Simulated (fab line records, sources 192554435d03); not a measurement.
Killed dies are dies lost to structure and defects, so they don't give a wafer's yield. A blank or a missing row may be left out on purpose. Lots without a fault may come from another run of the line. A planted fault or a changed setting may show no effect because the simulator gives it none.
fab line records | flow n5_finfet
record lots=10 wafers=30 last_day=17
route steps=1938 shown HKMG_FIN@420 BEOL_M4@1111 PASSIVATION@1936
lots that met no fault: from a run of the same line without faults
start_h: hours from the record's first day to the start of the lot's first wafer shown | wait_h: hours since the lot's step before | " the same as in the row above | L1.1+2: a row that stands for several wafers | - no value, or no start given | * or withheld: withheld | < > ~ a bound
route shown NAME@n: a module of which the file shows steps, and the number in the route of the first | usual: mean/standard deviation of fault-free wafers | same: alike in all rows | chamber/n: place in a boat | sites: the reading at each site | _std_site: their standard deviation | _edge_site: outer sites' mean less inner sites' | radius_mm: how far each site lies from the wafer's centre | mask NAME#n: copy n | behind: the tool/chamber that last shaped the wafer | hold: why the lot was held/for how many hours/how that ended | device: the transistor (n, p or np) that didn't switch | end of line: the same wafers' tests at the end of the route | a step without rows: its recipe alone | killed: dies lost to structure and defects at the first sort, not the wafer's yield | map: a wafer's dies, x killed, . not, _ none there
set.NAME: the setting as run; set.NAME@STEP: as run at that earlier step | model.NAME: the simulator's own value behind a step, which no gauge read
steps of the route over a sample of lots; a table a step, a row a wafer
services: from which hour (start_h, from the record's first day; less than 0 if before it) a tool's chamber was out of use, for how many hours, and why
## steps
# step N5_HKMG_FIN_THK_MEAS_70
# recipe thk_meas_gauge=xrf reads=HfO2_of_HKMG_FIN_HK_ALD_01
# usual HK_THK=1.606/0.02
# columns lot.wafer tool chamber start_h wait_h HK_THK[nm]
L114.3 film_metro-02 - 87.73 0.2 1.575
L114.5 " - " " 1.594
L114.6 " - " " 1.602
L115.2 film_metro-01 - 92.06 0.2 1.623
L115.3 " - " " 1.616
L115.4 " - " " 1.625
L116.1 film_metro-01 - 98.97 0.2 1.590
L116.4 " - " " 1.591
L116.5 " - " " 1.575
L118.3 film_metro-02 - 110.92 0.2 1.626
L118.4 " - " " 1.629
L118.5 " - " " 1.611
L120.1 film_metro-02 - 122.02 0.2 1.623
L120.4 " - " " 1.559
L120.6 " - " " 1.604
L122.1 film_metro-02 - 135.70 0.2 1.583
L122.2 " - " " 1.600
L122.6 " - " " 1.594
L127.1 film_metro-01 - 163.92 0.2 1.606
L127.4 " - " " 1.588
L127.6 " - " " 1.593
L133.2 film_metro-02 - 199.81 0.2 1.593
L133.4 " - " " 1.613
L133.5 " - " " 1.553
L134.1 film_metro-01 - 211.69 0.2 1.640
L134.3 " - " " 1.603
L134.6 " - " " 1.620
L135.3 film_metro-02 - 211.81 0.2 1.547
L135.4 " - " " 1.591
L135.6 " - " " 1.642
# step N5_HKMG_FIN_OVL_MEAS_13
# recipe points_per_wafer=44
# usual NWFM_OVL=0.1/0.84
# columns lot.wafer tool chamber start_h wait_h NWFM_OVL[nm]
L114.3 overlay-01 0 88.63 0.0 0.3
L114.5 " 0 " " 0.8
L114.6 " 0 " " 0.8
L115.2 overlay-02 0 92.84 0.0 1.3
L115.3 " 0 " " -0.4
L115.4 " 0 " " 0.1
L116.1 overlay-01 0 99.87 0.0 0.0
L116.4 " 0 " " -0.1
L116.5 " 0 " " 1.3
L118.3 overlay-01 0 111.83 0.0 0.2
L118.4 " 0 " " 0.3
L118.5 " 0 " " -0.7
L120.1 overlay-02 0 122.93 0.0 0.2
L120.4 " 0 " " -1.2
L120.6 " 0 " " -0.3
L122.1 overlay-02 0 136.48 0.0 0.7
L122.2 " 0 " " 0.7
L122.6 " 0 " " 1.7
L127.1 overlay-01 0 164.82 0.0 -0.3
L127.4 " 0 " " 0.6
L127.6 " 0 " " 0.0
L133.2 overlay-02 0 200.59 0.0 -0.5
L133.4 " 0 " " -0.9
L133.5 " 0 " " 0.9
L134.1 overlay-01 0 212.47 0.0 -0.3
L134.3 " 0 " " -0.5
L134.6 " 0 " " -0.2
L135.3 overlay-02 0 212.72 0.0 0.5
L135.4 " 0 " " 0.5
L135.6 " 0 " " 0.2
# step N5_HKMG_FIN_ETCH_35
# recipe chemistry=N2/H2 target=SOC target_depth_a=2158 ion_energy_ev=65 bias_w=5 source_w=3000 time_s=243.4 pressure_mtorr=30 n2_flow_sccm=200 h2_flow_sccm=200
# usual chamber_pressure_mTorr=30.000/0.026 drypump_motor_current_A=5.9/0.41 oes_product_au=0.80/0.089 rf_vpp_V=141.7/1 showerhead_plenum_p_Torr=2.56/0.095 throttle_valve_pct=17.68/0.24
# columns lot.wafer tool chamber start_h wait_h chamber_pressure_mTorr drypump_motor_current_A oes_product_au rf_hours_counter_h rf_vpp_V showerhead_plenum_p_Torr throttle_valve_pct
L114.3 rie_diel-06 1 88.99 0.0 29.954 6.4 0.90 34 143.2 2.71 17.71
L114.5 " 3 " " 30.046 6.6 0.71 - 140.2 2.42 17.58
L114.6 " 1 " " 29.990 6.5 0.90 - 142.3 2.71 17.70
L115.2 rie_diel-05 3 93.20 0.0 29.993 5.9 0.68 207 141.3 2.52 17.95
L115.3 " 1 " " 29.991 5.7 0.77 102 142.0 2.67 17.56
L115.4 " 0 " " 30.022 5.1 0.70 244 141.3 2.41 18.25
L116.1 rie_diel-06 3 100.23 0.0 30.019 6.6 0.70 202 142.1 2.42 17.58
L116.4 " 3 " " 29.977 6.6 0.71 - 140.2 2.42 17.58
L116.5 " 2 " " 30.002 5.6 0.79 - 141.2 2.45 17.80
L118.3 rie_diel-06 2 112.21 0.0 30.032 5.6 0.79 132 140.6 2.45 17.81
L118.4 " 3 " " 29.983 6.6 0.70 - 141.8 2.42 17.58
L118.5 " 1 " " 30.006 6.4 0.88 - 143.3 2.70 17.73
L120.1 rie_diel-06 1 123.78 0.0 30.041 6.4 0.88 50 141.4 2.70 17.73
L120.4 " 3 " " 30.016 6.6 0.70 - 141.0 2.42 17.59
L120.6 " 2 " " 30.017 5.6 0.79 - 140.6 2.45 17.81
L122.1 rie_diel-04 1 136.84 0.0 30.060 6.0 0.88 42 142.1 2.59 17.35
L122.2 " 0 " " 30.022 5.4 0.89 35 142.4 2.58 17.61
L122.6 " 3 " " 29.989 5.6 0.69 - 142.2 2.60 17.87
L127.1 rie_diel-04 3 165.18 0.0 30.017 5.6 0.97 3 143.9 2.60 17.42
L127.4 " 1 " " 29.993 6.0 0.86 55 141.0 2.59 17.38
L127.6 " 2 " " 30.013 5.9 0.82 - 143.0 2.57 18.04
L133.2 rie_diel-04 2 200.95 0.0 30.044 6.0 0.80 101 141.9 2.57 18.07
L133.4 " 1 " " 29.989 6.0 0.85 66 141.5 2.58 17.41
L133.5 " 1 " " 30.044 6.0 0.85 - 142.0 2.58 17.41
L134.1 rie_diel-05 2 212.83 0.0 29.998 5.8 0.89 33 140.7 2.59 17.21
L134.3 " 1 " " 30.024 5.7 0.73 148 141.5 2.65 17.63
L134.6 " 0 " " 29.974 5.1 0.89 - 143.5 2.71 17.87
L135.3 rie_diel-04 1 213.07 0.0 30.049 6.0 0.84 71 142.0 2.58 17.41
L135.4 " 3 " " 30.024 5.6 0.91 20 141.4 2.59 17.46
L135.6 " 2 " " 30.008 5.9 0.80 - 142.4 2.57 18.07
# step N5_HKMG_FIN_COAT_85
# recipe resist=SOC temp_c=250 time_s=60 spin_rpm=1500 resist_thk_nm=300
# usual resist_line_temp_C=23.01/0.099 spin_speed_rpm=1500.0/1.1
# columns lot.wafer tool chamber start_h wait_h resist_line_temp_C spin_speed_rpm
L114.3 litho_track-05 0 89.95 0.2 23.05 1499.8
L114.5 " 0 " " 22.96 1500.8
L114.6 " 0 " " 22.87 1501.0
L115.2 litho_track-02 0 94.16 0.2 23.08 1499.3
L115.3 " 0 " " 23.03 1501.2
L115.4 " 0 " " 23.16 1500.3
L116.1 litho_track-01 0 101.19 0.2 23.01 1500.0
L116.4 " 0 " " 22.98 1500.8
L116.5 " 0 " " 23.12 1499.8
L118.3 litho_track-01 0 113.18 0.2 23.04 1499.6
L118.4 " 0 " " 23.11 1500.2
L118.5 " 0 " " 23.03 1498.2
L120.1 litho_track-02 0 124.78 0.2 22.83 1499.3
L120.4 " 0 " " 22.82 1501.9
L120.6 " 0 " " 22.94 1496.9
L122.1 litho_track-02 0 137.79 0.2 23.12 1462.6
L122.2 " 0 " " 22.98 1462.6
L122.6 " 0 " " 23.07 1461.6
L127.1 litho_track-02 0 166.14 0.2 23.15 1460.1
L127.4 " 0 " " 23.14 1462.2
L127.6 " 0 " " 23.09 1461.9
L133.2 litho_track-01 0 201.91 0.2 22.94 1500.1
L133.4 " 0 " " 23.04 1500.7
L133.5 " 0 " " 23.13 1501.3
L134.1 litho_track-01 0 213.78 0.2 22.92 1499.8
L134.3 " 0 " " 22.94 1499.7
L134.6 " 0 " " 22.83 1499.2
L135.3 litho_track-01 0 214.04 0.2 23.17 1501.1
L135.4 " 0 " " 22.91 1497.8
L135.6 " 0 " " 23.02 1500.3
# step N5_BEOL_M4_RC_MEAS_101
# usual DIBL_N=36.3/1.4 DIBL_P=36.2/1.5 IOFF_N=0.160/0.021 IOFF_P=0.211/0.027 ION_N=676/7.7 ION_P=463/5.5 SS_N=71.4/0.57 SS_P=73.3/0.58 VT_N=249.3/2.5 VT_P=-250.1/2.6
# columns lot.wafer tool chamber start_h wait_h DIBL_N[mV/V] DIBL_P[mV/V] IOFF_N[nA/um] IOFF_P[nA/um] ION_N[uA/um] ION_P[uA/um] SS_N[mV/dec] SS_P[mV/dec] VT_N[mV] VT_P[mV]
L115.2 prober-02 0 183.71 0.2 37.4 37.7 0.176 0.234 681 472 71.2 74.2 245.6 -246.2
L115.3 " 0 " " 37.2 36.4 0.156 0.216 669 460 71.7 74.4 251.1 -246.7
L115.4 " 0 " " 37.6 37.6 0.172 0.230 673 465 71.4 73.6 246.3 -246.6
L114.3 prober-01 0 186.48 0.3 34.7 35.4 0.147 0.193 674 461 70.8 72.1 249.7 -250.8
L114.5 " 0 " " 35.4 35.5 0.154 0.193 673 457 71.6 73.2 250.8 -250.3
L114.6 " 0 " " 35.9 36.0 0.162 0.212 676 463 71.6 72.9 249.0 -249.7
L116.1 prober-02 0 189.07 0.0 37.4 38.7 0.190 0.217 691 466 71.3 72.6 247.0 -251.9
L116.4 " 0 " " 35.2 35.6 0.150 0.176 671 457 70.5 72.5 248.2 -253.0
L116.5 " 0 " " 37.5 38.4 0.201 0.208 688 466 71.4 72.7 245.2 -251.5
L118.3 prober-01 0 205.08 0.3 38.6 37.1 0.156 0.234 668 467 71.9 73.6 252.9 -250.9
L118.4 " 0 " " 38.2 37.4 0.152 0.229 673 469 71.0 73.6 249.7 -249.4
L118.5 " 0 " " 37.8 35.5 0.137 0.201 674 461 71.8 73.1 253.1 -250.7
L120.1 prober-01 0 217.77 0.0 35.9 37.6 0.178 0.229 687 463 71.1 73.7 248.4 -251.9
L120.4 " 0 " " 35.3 36.3 0.157 0.213 672 461 70.7 73.3 251.2 -250.3
L120.6 " 0 " " 35.4 35.6 0.154 0.201 679 461 70.4 73.0 248.0 -248.6
L122.1 prober-01 0 244.78 0.0 34.8 33.4 0.129 0.172 665 459 71.0 72.6 253.6 -249.8
L122.2 " 0 " " 37.6 37.7 0.172 0.227 680 464 71.2 73.9 246.5 -248.4
L122.6 " 0 " " 35.2 33.9 0.131 0.173 677 459 71.1 72.5 250.5 -249.7
L127.1 prober-02 0 260.78 0.0 35.1 33.8 0.132 0.212 677 465 70.5 72.9 249.9 -245.2
L127.4 " 0 " " 38.3 38.1 0.192 0.283 686 475 72.5 73.9 246.7 -245.0
L127.6 " 0 " " 39.6 38.9 0.220 0.301 697 480 72.0 74.3 242.6 -244.7
L133.2 prober-01 0 300.78 0.2 36.7 38.9 0.172 0.245 678 468 71.2 73.8 248.6 -249.6
L133.4 " 0 " " 34.1 35.2 0.128 0.191 662 462 70.9 72.5 250.9 -248.4
L133.5 " 0 " " 34.5 36.2 0.141 0.199 671 461 70.6 73.5 251.8 -251.2
L134.1 prober-01 0 308.31 0.0 36.9 37.2 0.179 0.233 680 468 71.7 73.4 249.0 -246.6
L134.3 " 0 " " 36.1 36.4 0.162 0.231 683 469 71.4 74.0 249.9 -250.1
L134.6 " 0 " " 37.2 37.9 0.189 0.242 687 471 72.7 74.3 247.6 -248.8
L135.3 prober-01 0 313.48 0.3 36.2 36.6 0.155 0.221 673 465 71.6 74.1 250.7 -249.9
L135.4 " 0 " " 35.2 34.4 0.125 0.181 660 451 70.8 73.0 253.3 -250.6
L135.6 " 0 " " 37.5 37.0 0.157 0.228 673 460 71.8 74.3 250.6 -249.8
# step N5_PASSIVATION_PROBE_49
# usual defect_limited_yield=91.3/1.4 killed_at_M0_to_M3=34/10 killed_at_M4_up=13/4.8 killed_at_contacts=12/6.1 killed_at_front_end=40/11 killed_at_other=3.7/2.8 killed_dies=103/16 killed_on_rim=13/3.6 killed_open=67/12 killed_short=34/7.4 sort_bin_5_function=5.1/0.95 sort_bin_6_memory=3.2/0.62 sort_n_pass=1077/16 sort_yield_pct=91.3/1.4
# same gross_dies=1180 killed_at_back_side=0 sort_bin_4_leakage[%]=0 sort_bin_8_speed[%]=0
# columns lot.wafer tool chamber start_h wait_h defect_limited_yield[%] killed_at_M0_to_M3 killed_at_M4_up killed_at_contacts killed_at_front_end killed_at_other killed_dies killed_on_rim killed_open killed_short sort_bin_5_function[%] sort_bin_6_memory[%] sort_n_pass sort_yield_pct[%]
L116.1 prober-01 - 289.41 0.0 91.0 29 18 26 30 3 106 11 76 30 4.9 3.8 1074 91.0
L116.4 prober-01 - 289.56 0.2 93.2 24 13 15 27 1 80 5 56 24 3.4 3.1 1100 93.2
L116.5 prober-01 - 289.61 0.2 92.5 30 18 9 31 1 89 17 64 25 4.6 2.7 1091 92.5
L122.2 prober-02 - 356.20 0.1 91.6 36 19 13 29 2 99 10 62 34 5.0 3.1 1081 91.6
L122.6 prober-02 - 356.40 0.3 92.0 37 13 12 27 5 94 13 51 43 5.0 2.5 1086 92.0
L127.1 prober-01 - 368.62 0.0 90.4 20 5 10 73 5 113 16 85 28 5.9 3.6 1067 90.4
# killed by level:class
L116.1 MOL_CONTACT_COAG:geometric_particle:open=20 BEOL_M4:geometric_particle:open=7 STI_FIN_REVEAL:geometric_particle:open=6 MOL_CONTACT_COAG:geometric_particle:short=6 BEOL_M2:geometric_particle:open=6 DUMMY_GATE:geometric_particle:open=5 BEOL_M3:geometric_particle:short=5 BEOL_M0_SAQP:geometric_particle:short=4
L116.4 MOL_CONTACT_COAG:geometric_particle:open=12 FIN_SAQP:geometric_particle:open=8 BEOL_M1:geometric_particle:open=7 BEOL_M4:geometric_particle:open=5 BEOL_M3:geometric_particle:short=4 STI_FIN_REVEAL:geometric_particle:open=3 MOL_CONTACT_COAG:geometric_particle:short=3 BEOL_M0:geometric_particle:open=3
L116.5 BEOL_M4:geometric_particle:open=9 BEOL_M0_SAQP:geometric_particle:open=8 STI_FIN_REVEAL:geometric_particle:open=7 MOL_CONTACT_COAG:geometric_particle:open=7 BEOL_M2:geometric_particle:open=6 BEOL_M0_SAQP:geometric_particle:short=5 FIN_SAQP:geometric_particle:short=3 DUMMY_GATE:geometric_particle:open=3
L122.2 BEOL_M0_SAQP:geometric_particle:open=10 BEOL_M4:geometric_particle:open=10 MOL_CONTACT_COAG:geometric_particle:open=9 BEOL_M0_SAQP:geometric_particle:short=9 BEOL_M2:geometric_particle:open=5 FIN_SAQP:geometric_particle:short=4 GATE_CUT:geometric_particle:short=4 BEOL_M3:geometric_particle:open=4
L122.6 BEOL_M0_SAQP:geometric_particle:short=13 MOL_CONTACT_COAG:geometric_particle:open=9 BEOL_M1:geometric_particle:open=9 BEOL_M0_SAQP:geometric_particle:open=6 BEOL_M4:geometric_particle:open=6 FIN_SAQP:geometric_particle:short=5 STI_FIN_REVEAL:geometric_particle:open=4 GATE_CUT:geometric_particle:short=4
L127.1 FIN_SAQP:geometric_particle:open=35 STI_FIN_REVEAL:geometric_particle:open=17 FIN_SAQP:geometric_particle:short=11 MOL_CONTACT_COAG:geometric_particle:open=6 BEOL_M2:geometric_particle:open=5 MOL_CONTACT_COAG:geometric_particle:short=4 BEOL_M0_SAQP:geometric_particle:open=4 STARTING-WAFER:geometric_particle:open=4
## services
# columns tool chamber start_h hours kind
rie_diel-04 1 104.02 9.3 repair
rie_diel-05 2 104.20 - clean
rie_diel-05 2 104.20 - consumable_replace:focus_ring
rie_diel-05 2 104.20 12.5 scheduled_down
rie_diel-05 2 104.20 12.5 vent_cycle
rie_diel-05 0 116.69 - clean
rie_diel-05 0 116.69 - consumable_replace:focus_ring
rie_diel-05 0 116.69 - consumable_replace:showerhead
rie_diel-05 0 116.69 19.2 scheduled_down
rie_diel-05 0 116.69 19.2 vent_cycle
rie_diel-05 2 132.80 6.0 repair
rie_diel-04 3 137.04 - clean
rie_diel-04 3 137.04 - consumable_replace:focus_ring
rie_diel-04 3 137.04 17.2 scheduled_down
rie_diel-04 3 137.04 17.2 vent_cycle
rie_diel-05 3 204.47 - clean
rie_diel-05 3 204.47 - consumable_replace:focus_ring
rie_diel-05 3 204.47 40.2 scheduled_down
rie_diel-05 3 204.47 40.2 vent_cycle
## key
first_sign step=N5_HKMG_FIN_COAT_85 reading=spin_speed_rpm direction=down sigmas=34 usual=* struck=*
effect none on later readings
met_at N5_HKMG_FIN_COAT_85
struck_lots L122,L127
not_acting_at N5_HKMG_FIN_THK_MEAS_70,N5_HKMG_FIN_OVL_MEAS_13,N5_HKMG_FIN_ETCH_35
onset_between 124.78 137.79
fault kind=process_parameter_drift tool=litho_track-02 chamber=- onset_h=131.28 steps=N5_HKMG_FIN_COAT_85 channel=spin_rpm offset=* shape=step end_h=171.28 acts_in=* stated=*
